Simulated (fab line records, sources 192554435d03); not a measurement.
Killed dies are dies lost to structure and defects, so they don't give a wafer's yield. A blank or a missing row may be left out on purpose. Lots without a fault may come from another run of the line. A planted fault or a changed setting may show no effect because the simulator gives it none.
Which tool did it? | flow n5_finfet | 12 lots, 36 wafers sampled, at 3 steps of a route of 1938

WHAT THE GAUGES READ, wafer by wafer
N5_BEOL_M9_CD_MEAS_35: target cd 70 nm, target cd y 40 nm.
lot  | measured     | on        | cd_nm (nm)
L075 | day 10 15:49 | cd_sem-02 | 69.7 71.3 69.4
L079 | day 11 02:57 | cd_sem-02 | 70.5 70.0 70.2
L078 | day 11 23:49 | cd_sem-03 | 69.6 70.3 70.3
L080 | day 12 12:25 | cd_sem-01 | 69.9 70.5 69.8
L083 | day 12 17:46 | cd_sem-01 | 69.4 70.5 70.3
L085 | day 13 02:06 | cd_sem-02 | 69.5 70.1 70.0
L087 | day 14 03:17 | cd_sem-01 | 70.1 70.2 70.6
L088 | day 14 09:04 | cd_sem-02 | 70.2 69.2 68.0
L092 | day 14 14:16 | cd_sem-03 | 70.1 69.1 69.7
L093 | day 15 09:04 | cd_sem-01 | 69.8 69.4 69.3
L095 | day 15 15:08 | cd_sem-03 | 71.0 69.8 70.4
L097 | day 17 20:59 | cd_sem-03 | 69.0 69.8 70.3

WHICH TOOL RAN EACH LOT (tool, then ch and the chambers of the sampled wafers, then the start)
lot  | N5_BEOL_M9_STRIP_19                | N5_BEOL_M9_TRENCH_ETCH_37
L075 | rie_diel-06 ch 0,1,2, day 10 12:59 | rie_diel-03 ch 1,2,3, day 10 15:49 or earlier
L079 | rie_diel-05 ch 1,2,3, day 11 01:35 | rie_diel-03 ch 1,2,3, day 11 02:57 or earlier
L078 | rie_diel-05 ch 0,1,2, day 11 22:34 | rie_diel-03 ch 0,1,3, day 11 23:49 or earlier
L080 | rie_diel-06 ch 0,1,3, day 12 10:31 | rie_diel-05 ch 1,2, day 12 12:25 or earlier
L083 | rie_diel-03 ch 0,3, day 12 14:13   | rie_diel-05 ch 0,1,3, day 12 17:46 or earlier
L085 | rie_diel-03 ch 0,1,2, day 13 00:10 | rie_diel-05 ch 0,2,3, day 13 02:06 or earlier
L087 | rie_diel-03 ch 0,1,2, day 14 02:03 | rie_diel-03 ch 0,1,2, day 14 03:17 or earlier
L088 | rie_diel-05 ch 0,2, day 14 05:37   | rie_diel-03 ch 1,3, day 14 09:04 or earlier
L092 | rie_diel-05 ch 0,1,3, day 14 12:37 | rie_diel-06 ch 2,3, day 14 14:16 or earlier
L093 | rie_diel-03 ch 0,3, day 15 03:20   | rie_diel-06 ch 2,3, day 15 09:04 or earlier
L095 | rie_diel-05 ch 0,2,3, day 15 13:37 | rie_diel-06 ch 1,2,3, day 15 15:08 or earlier
L097 | rie_diel-06 ch 0,1,2, day 17 18:40 | rie_diel-06 ch 0,1,3, day 17 20:59 or earlier
- N5_BEOL_M9_STRIP_19: strips in O2.
- N5_BEOL_M9_TRENCH_ETCH_37: etches SiCOH lowk in C4F6/O2, target depth 151.43 nm, time 49 s.

THE ANSWER, worked out from the rows above alone
Rule: what is usual is taken from the lots themselves. Put in order of their means at a reading, lots are off if they are a third of the lots or fewer, leave a main group of 4 or more, and stand apart from it by a gap of 3 or more times the standard deviation of the main group's means; of several such gaps the widest counts. A main group whose means are all the same, to the digits that the tables above print for the reading, isn't used. A lot without any number at a reading at which 4 lots or more have one is off too. The other lots that the step has rows for count as sound.
No lot is off at any reading shown: from this, nothing can be told.

WHAT THE SIMULATOR HAD PUT IN
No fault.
